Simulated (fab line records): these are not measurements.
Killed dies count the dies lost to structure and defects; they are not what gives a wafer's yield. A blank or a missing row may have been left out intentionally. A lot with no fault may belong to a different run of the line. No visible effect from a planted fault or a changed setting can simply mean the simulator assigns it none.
fab line records	flow nandHarc
[record] lots = 6	wafers = 18	lastDay = 34
route steps=1302 shown A_DECK1_JOINT@533 A_ONON_D2@545 END@1302
lots that met no fault: taken from a fault-free run of the same line
startH: hours from the record's opening day to when the first of the lot's shown wafers began	waitH: how many hours have passed since the lot's step before this one	" the same as in the row above	L1.1+2: a single row standing in for several wafers	- either no value or no given start	* or withheld: withheld	< > ~ a bound
route shown NAME@n: names a module that has steps shown in the file, with the first one's number in the route	usual: mean and standard deviation over wafers with no fault	same: alike in all rows	chamber/n: place in a boat	sites: per-site readings	_std_site: how widely they spread, as a standard deviation	_edge_site: inner sites' mean taken away from outer sites' mean	radiusMm: how far each site lies from the wafer's centre	mask NAME#n: copy n	behind: tool/chamber where the wafer was last shaped	hold: what put the lot on hold/how long, in hours/how the hold closed	device: the n, p or np transistor that did not switch	end of line: the tests these same wafers got at the end of their route	a step given without rows: its recipe and nothing more	killed: not the wafer's yield, but the dies lost to structure and defects at the first sort	map: a wafer's dies, x killed, . not, _ none there
set.NAME: the run value of the setting; set.NAME@STEP: its run value at that earlier step	model.NAME: the simulator's own value behind a step, which no gauge read
a table for each step, a row for each wafer; lots at some steps of the route
services: from which hour (startH, from the record's first day; less than 0 if before it) a tool's chamber was out of use, for how many hours, and why
[[steps]]
[step NHARC_A_DECK1_JOINT_CVD_34]
[recipe] targetThkA = 200	tempC = 700	pressureMtorr = 300	material = SiNx
[step NHARC_A_DECK1_JOINT_DEP_06]
[recipe] targetThkA = 800	tempC = 65	material = SiOx
[step NHARC_A_DECK1_JOINT_CURE_26]
[recipe] tempC = 150	timeS = 32	pressureAtm = 0.395
[step NHARC_A_DECK1_JOINT_ANNEAL_27]
[recipe] tempC = 400	timeS = 3600	idleTempC = 300	rampUpCPerMin = 10	densificationPH2oTorr = 640
[step NHARC_A_DECK1_JOINT_ANNEAL_28]
[recipe] tempC = 500	timeS = 1800	idleTempC = 400	rampUpCPerMin = 10	densificationPH2oTorr = 640
[step NHARC_A_DECK1_JOINT_ANNEAL_29]
[recipe] tempC = 750	timeS = 1800	idleTempC = 500	rampUpCPerMin = 10	rampDownCPerMin = 3
[step NHARC_A_DECK1_JOINT_CMP_02]
[recipe] material = SiOx
[usual] motorCurrentA = 12.0/0.8
lot.wafer	tool	chamber	startH	waitH	motorCurrentA
L252.3	cmp-01	3	350.84	0.4	11.6
L252.6	"	0	"	"	12.1
L252.5	"	1	"	"	12.0
L254.2	cmp-01	3	378.56	0.4	11.7
L254.4	"	0	"	"	12.4
L254.1	"	1	"	"	12.1
L256.2	cmp-01	0	397.10	0.4	12.5
L256.4	"	1	"	"	11.5
L256.3	"	2	"	"	11.0
L257.2	cmp-03	1	426.74	0.4	12.4
L257.1	"	2	"	"	11.7
L257.4	"	3	"	"	12.8
L263.1	cmp-03	0	472.14	0.5	13.1
L263.3	"	1	"	"	12.5
L263.6	"	3	"	"	12.3
L266.4	cmp-03	3	504.15	0.4	13.0
L266.6	"	2	"	"	11.2
L266.5	"	3	"	"	12.0
[step NHARC_A_DECK1_JOINT_SRD_15]
[step NHARC_A_DECK1_JOINT_DEP_16]
[recipe] targetThkA = 450	tempC = 400	pressureTorr = 6.5	rfW = 900	teosFlowSccm = 161.4	flowSccm = 2650	targetThkNm = 45	gas = O2	material = SiO2
[usual] heaterPowerW = 511/100	rfFwdPowerW = 896.9/2.9	throttleValvePct = 15.7/0.43
lot.wafer	tool	chamber	startH	waitH	heaterPowerW	rfFwdPowerW	throttleValvePct
L252.3	pecvd-02	2	351.16	0.1	506	900.8	16.1
L252.6	"	2	"	"	497	899.0	16.1
L252.5	"	1	"	"	570	899.7	16.0
L254.2	pecvd-02	0	378.98	0.1	511	897.1	16.1
L254.1	"	1	"	"	528	901.9	15.9
L254.4	"	1	"	"	539	902.2	16.2
L256.2	pecvd-04	2	397.49	0.1	531	899.2	16.2
L256.3	"	0	"	"	585	896.2	15.3
L256.4	"	1	"	"	281	894.7	16.2
L257.2	pecvd-04	1	427.15	0.1	305	895.7	16.0
L257.1	"	0	"	"	595	890.5	15.2
L257.4	"	0	"	"	604	894.7	15.3
L263.3	pecvd-02	0	472.48	0.1	511	898.4	16.3
L263.1	"	1	"	"	521	896.3	15.8
L263.6	"	2	"	"	530	893.4	16.1
L266.6	pecvd-04	2	504.60	0.2	513	903.0	15.4
L266.5	"	0	"	"	660	901.3	14.9
L266.4	"	1	"	"	379	899.4	15.9
[step NHARC_A_DECK1_JOINT_THK_MEAS_17]
[recipe] thkMeasGauge = ellipsometry
[usual] thkNm = 45.1/1.2
lot.wafer	tool	chamber	startH	waitH	thkNm
L252.3	filmMetro-01	-	351.44	0.3	44.8
L252.5	"	-	"	"	45.6
L252.6	"	-	"	"	46.8
L254.1	filmMetro-01	-	379.23	0.2	44.5
L254.2	"	-	"	"	44.3
L254.4	"	-	"	"	46.6
L256.2	filmMetro-01	-	397.77	0.3	45.8
L256.3	"	-	"	"	46.0
L256.4	"	-	"	"	46.4
L257.1	filmMetro-01	-	427.43	0.2	44.7
L257.2	"	-	"	"	43.9
L257.4	"	-	"	"	43.9
L263.1	filmMetro-01	-	472.76	0.2	44.6
L263.3	"	-	"	"	45.8
L263.6	"	-	"	"	45.1
L266.4	filmMetro-01	-	504.80	0.1	43.4
L266.5	"	-	"	"	44.2
L266.6	"	-	"	"	43.2
[step NHARC_A_DECK1_JOINT_INSPECT_05]
[usual] rawDefectCount = 322/110
lot.wafer	tool	chamber	startH	waitH	rawDefectCount
L252.3	defectInspect-01	-	351.47	0.0	331
L252.5	"	-	"	"	261
L252.6	"	-	"	"	256
L254.1	defectInspect-02	-	379.27	0.0	302
L254.2	"	-	"	"	280
L254.4	"	-	"	"	208
L256.2	defectInspect-02	-	397.81	0.0	360
L256.3	"	-	"	"	261
L256.4	"	-	"	"	338
L257.1	defectInspect-02	-	427.47	0.0	580
L257.2	"	-	"	"	560
L257.4	"	-	"	"	256
L263.1	defectInspect-02	-	472.80	0.0	238
L263.3	"	-	"	"	515
L263.6	"	-	"	"	352
L266.4	defectInspect-02	-	504.83	0.0	377
L266.5	"	-	"	"	275
L266.6	"	-	"	"	354
[step NHARC_A_ONON_D2_DEP_00]
[recipe] targetThkA = 10000	n2FlowSccm = 2750	n2oFlowSccm = 2000	nh3FlowSccm = 500	sih4FlowSccm = 210	tempC = 400
[usual] n2oFlowSccm = 1999/5.4	sih4FlowSccm = 209.9/0.69
lot.wafer	tool	chamber	startH	waitH	n2oFlowSccm	sih4FlowSccm
L252.3	pecvdOnon-03	0	351.66	0.2	2007	210.4
L252.5	"	0	"	"	2006	210.7
L252.6	"	0	"	"	1997	211.6
L254.1	pecvdOnon-03	0	379.33	0.1	2009	209.2
L254.2	"	0	"	"	2013	209.6
L254.4	"	0	"	"	2007	209.4
L256.2	pecvdOnon-03	0	397.93	0.1	2002	209.9
L256.3	"	0	"	"	1993	209.1
L256.4	"	0	"	"	1991	208.8
L257.1	pecvdOnon-02	0	427.53	0.1	1998	210.1
L257.2	"	0	"	"	2007	210.1
L257.4	"	0	"	"	1995	209.6
L263.1	pecvdOnon-02	0	472.88	0.1	1997	210.4
L263.3	"	0	"	"	2008	211.3
L263.6	"	0	"	"	2002	210.8
L266.4	pecvdOnon-03	0	505.07	0.2	1997	210.2
L266.5	"	0	"	"	1998	210.9
L266.6	"	0	"	"	1995	211.0
[step NHARC_A_ONON_D2_THK_MEAS_02]
[recipe] thkMeasGauge = ellipsometry
[usual] thkNm = 1002/10
lot.wafer	tool	chamber	startH	waitH	thkNm
L252.3	filmMetro-02	-	352.05	-	1009
L252.5	"	-	"	"	1009
L252.6	"	-	"	"	1007
L254.1	filmMetro-01	-	379.85	-	1610
L254.2	"	-	"	"	1608
L254.4	"	-	"	"	1609
L256.2	filmMetro-02	-	398.39	-	1593
L256.3	"	-	"	"	1593
L256.4	"	-	"	"	1592
L257.1	filmMetro-01	-	428.04	-	1021
L257.2	"	-	"	"	1018
L257.4	"	-	"	"	1021
L263.1	filmMetro-01	-	473.39	-	997
L263.3	"	-	"	"	996
L263.6	"	-	"	"	996
L266.4	filmMetro-01	-	505.41	-	1010
L266.5	"	-	"	"	1008
L266.6	"	-	"	"	1009
[step NHARC_A_ONON_D2_DEP_03]
[recipe] targetThkA = 10000	n2FlowSccm = 2750	n2oFlowSccm = 2000	nh3FlowSccm = 500	sih4FlowSccm = 210	tempC = 400
[step NHARC_END_SORT_01]
[recipe] tempC = 25
[usual] killedAtArray = 52/18	killedAtOther = 0.6/0.83	killedAtPeriphery = 4.3/2.8	killedDies = 57/19	killedOpen = 3.4/2	killedShort = 2.5/1.7
[same] grossDies = 677
lot.wafer	tool	chamber	startH	waitH	killedAtArray	killedAtOther	killedAtPeriphery	killedDies	killedOpen	killedShort
L254.1	prober-02	0	658.43	2.5	670	1	6	677	6	1
L254.2	prober-02	0	659.22	2.8	670	1	6	677	6	4
L254.4	prober-02	0	660.81	3.4	666	0	11	677	2	2
L256.2	prober-02	0	689.02	2.8	676	0	1	677	3	3
L256.3	prober-02	0	689.82	3.1	675	0	2	677	1	0
L256.4	prober-02	0	690.62	3.4	672	0	5	677	3	6
// killed by level:class
L254.1 A_ONON_D2:areaDep=593 A_CHANNEL_HOLE_D1:chamberFilmFlake=32 A_SLIT:chamberFilmFlake=18 A_CONTACT:chamberFilmFlake=10 A_CHANNEL_HOLE_D2:chamberFilmFlake=8 P_CONTACT:chamberFilmFlake=3 A_DECK1_JOINT:geometricParticle:open=2 P_CONTACT:geometricParticle:open=1
L254.2 A_ONON_D2:areaDep=601 A_CHANNEL_HOLE_D1:chamberFilmFlake=31 A_SLIT:chamberFilmFlake=14 A_CHANNEL_HOLE_D2:chamberFilmFlake=8 A_CONTACT:chamberFilmFlake=6 A_CHANNEL_FILL_D2:chamberFilmFlake=3 A_DECK1_JOINT:geometricParticle:short=2 A_CHANNEL_FILL_D2:geometricParticle:short=2
L254.4 A_ONON_D2:areaDep=602 A_CHANNEL_HOLE_D1:chamberFilmFlake=30 A_SLIT:chamberFilmFlake=11 A_CHANNEL_HOLE_D2:chamberFilmFlake=9 A_CONTACT:chamberFilmFlake=9 P_STI:chamberFilmFlake=5 P_CONTACT:chamberFilmFlake=2 A_STAIRCASE:chamberFilmFlake=2
L256.2 A_ONON_D2:areaDep=649 A_CHANNEL_HOLE_D2:chamberFilmFlake=9 A_CHANNEL_HOLE_D1:chamberFilmFlake=4 A_STAIRCASE:chamberFilmFlake=4 A_CHANNEL_FILL_D2:geometricParticle:short=2 A_CHANNEL_FILL_D1:chamberFilmFlake=2 A_SLIT:chamberFilmFlake=2 P_M1:geometricParticle:open=1
L256.3 A_ONON_D2:areaDep=656 A_CHANNEL_HOLE_D2:chamberFilmFlake=10 A_CHANNEL_HOLE_D1:chamberFilmFlake=3 A_CONTACT:chamberFilmFlake=2 P_CONTACT:geometricParticle:open=1 P_ZERO_WELL:chamberFilmFlake=1 A_CHANNEL_FILL_D1:chamberFilmFlake=1 A_CHANNEL_FILL_D2:chamberFilmFlake=1
L256.4 A_ONON_D2:areaDep=649 A_CHANNEL_HOLE_D2:chamberFilmFlake=11 P_CONTACT:geometricParticle:open=2 A_WL_FILL:geometricParticle:short=2 A_CHANNEL_HOLE_D1:chamberFilmFlake=2 A_DECK1_JOINT:chamberFilmFlake=2 A_SLIT:chamberFilmFlake=2 P_STI:geometricParticle:short=1
// map L254.1 (x killed, . not)
____________x____________
_________xxxxxxx_________
_______xxxxxxxxxxx_______
______xxxxxxxxxxxxx______
_____xxxxxxxxxxxxxxx_____
____xxxxxxxxxxxxxxxxx____
____xxxxxxxxxxxxxxxxx____
___xxxxxxxxxxxxxxxxxxx___
___xxxxxxxxxxxxxxxxxxx___
__xxxxxxxxxxxxxxxxxxxxx__
__xxxxxxxxxxxxxxxxxxxxx__
_xxxxxxxxxxxxxxxxxxxxxxx_
_xxxxxxxxxxxxxxxxxxxxxxx_
_xxxxxxxxxxxxxxxxxxxxxxx_
_xxxxxxxxxxxxxxxxxxxxxxx_
_xxxxxxxxxxxxxxxxxxxxxxx_
xxxxxxxxxxxxxxxxxxxxxxxxx
xxxxxxxxxxxxxxxxxxxxxxxxx
xxxxxxxxxxxxxxxxxxxxxxxxx
xxxxxxxxxxxxxxxxxxxxxxxxx
xxxxxxxxxxxxxxxxxxxxxxxxx
_xxxxxxxxxxxxxxxxxxxxxxx_
_xxxxxxxxxxxxxxxxxxxxxxx_
_xxxxxxxxxxxxxxxxxxxxxxx_
_xxxxxxxxxxxxxxxxxxxxxxx_
_xxxxxxxxxxxxxxxxxxxxxxx_
__xxxxxxxxxxxxxxxxxxxxx__
__xxxxxxxxxxxxxxxxxxxxx__
___xxxxxxxxxxxxxxxxxxx___
___xxxxxxxxxxxxxxxxxxx___
____xxxxxxxxxxxxxxxxx____
____xxxxxxxxxxxxxxxxx____
_____xxxxxxxxxxxxxxx_____
______xxxxxxxxxxxxx______
_______xxxxxxxxxxx_______
_________xxxxxxx_________
____________x____________
// map L256.2 (x killed, . not)
____________x____________
_________xxxxxxx_________
_______xxxxxxxxxxx_______
______xxxxxxxxxxxxx______
_____xxxxxxxxxxxxxxx_____
____xxxxxxxxxxxxxxxxx____
____xxxxxxxxxxxxxxxxx____
___xxxxxxxxxxxxxxxxxxx___
___xxxxxxxxxxxxxxxxxxx___
__xxxxxxxxxxxxxxxxxxxxx__
__xxxxxxxxxxxxxxxxxxxxx__
_xxxxxxxxxxxxxxxxxxxxxxx_
_xxxxxxxxxxxxxxxxxxxxxxx_
_xxxxxxxxxxxxxxxxxxxxxxx_
_xxxxxxxxxxxxxxxxxxxxxxx_
_xxxxxxxxxxxxxxxxxxxxxxx_
xxxxxxxxxxxxxxxxxxxxxxxxx
xxxxxxxxxxxxxxxxxxxxxxxxx
xxxxxxxxxxxxxxxxxxxxxxxxx
xxxxxxxxxxxxxxxxxxxxxxxxx
xxxxxxxxxxxxxxxxxxxxxxxxx
_xxxxxxxxxxxxxxxxxxxxxxx_
_xxxxxxxxxxxxxxxxxxxxxxx_
_xxxxxxxxxxxxxxxxxxxxxxx_
_xxxxxxxxxxxxxxxxxxxxxxx_
_xxxxxxxxxxxxxxxxxxxxxxx_
__xxxxxxxxxxxxxxxxxxxxx__
__xxxxxxxxxxxxxxxxxxxxx__
___xxxxxxxxxxxxxxxxxxx___
___xxxxxxxxxxxxxxxxxxx___
____xxxxxxxxxxxxxxxxx____
____xxxxxxxxxxxxxxxxx____
_____xxxxxxxxxxxxxxx_____
______xxxxxxxxxxxxx______
_______xxxxxxxxxxx_______
_________xxxxxxx_________
____________x____________
[[services]]
tool	chamber	startH	hours	kind
cmp-03	-	358.09	4.0	pm
cmp-03	-	362.09	-	consumableReplace:conditioner
cmp-03	-	362.09	-	consumableReplace:pad
pecvdOnon-02	-	366.09	13.0	pm
cmp-01	-	369.87	2.2	repair
cmp-01	-	381.68	4.0	pm
cmp-01	-	385.68	-	consumableReplace:conditioner
cmp-01	-	385.68	-	consumableReplace:pad
pecvdOnon-03	-	408.00	13.0	pm
pecvd-02	-	408.47	13.0	pm
pecvd-02	0	408.47	13.0	ventCycle
pecvd-02	1	408.47	13.0	ventCycle
pecvd-02	2	408.47	13.0	ventCycle
pecvd-02	0	421.47	-	clean
pecvd-02	1	421.47	-	clean
pecvd-02	2	421.47	-	clean
pecvd-02	0	424.15	-	calibration
pecvd-04	0	447.24	10.6	repair
pecvd-04	-	450.24	13.0	pm
pecvd-04	1	450.24	13.0	ventCycle
pecvd-04	2	450.24	13.0	ventCycle
cmp-03	-	456.09	4.0	pm
cmp-01	-	477.01	35.1	repair
cmp-03	-	481.24	2.1	repair
[[key]]
[firstSign] step = NHARC_A_ONON_D2_THK_MEAS_02	reading = thkNm	direction = up	sigmas = 60	usual = 1002	struck = 1601
[effect] step = NHARC_END_SORT_01	reading = killedAtArray	direction = up	sigmas = 34	usual = 52	struck = 672
[moreKillsBornAt] NHARC_A_ONON_D2_DEP_00@pecvdOnon-03 = 3750
metAt NHARC_A_ONON_D2_DEP_00
struckWafers L254.1,L254.2,L254.4,L256.2,L256.3,L256.4
laterRowsLeftOut L254.1,L254.2,L254.4,L256.2,L256.3,L256.4
testerLeftOut L254,L256
onsetBetween 351.66 379.33
alsoFits NHARC_A_DECK1_JOINT_CMP_02:cmp-01
[fault] kind = processParameterDrift	tool = pecvdOnon-03	chamber = 0	onsetH = 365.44	steps = NHARC_A_ONON_D2_DEP_00	channel = targetThkA	offset = *	shape = step	endH = 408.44	actsIn = *	stated = *
// testerLeftOut: of these lots the tester's yield and bins aren't shown, on N5 and GAA mostly nor the transistor test; their killed dies are dies lost to structure and defects alone, not to doping, threshold or leakage, so they don't give the yield
// laterRowsLeftOut: the simulator's readings of these wafers behind a module that went badly wrong aren't trusted and aren't shown, but for the sort
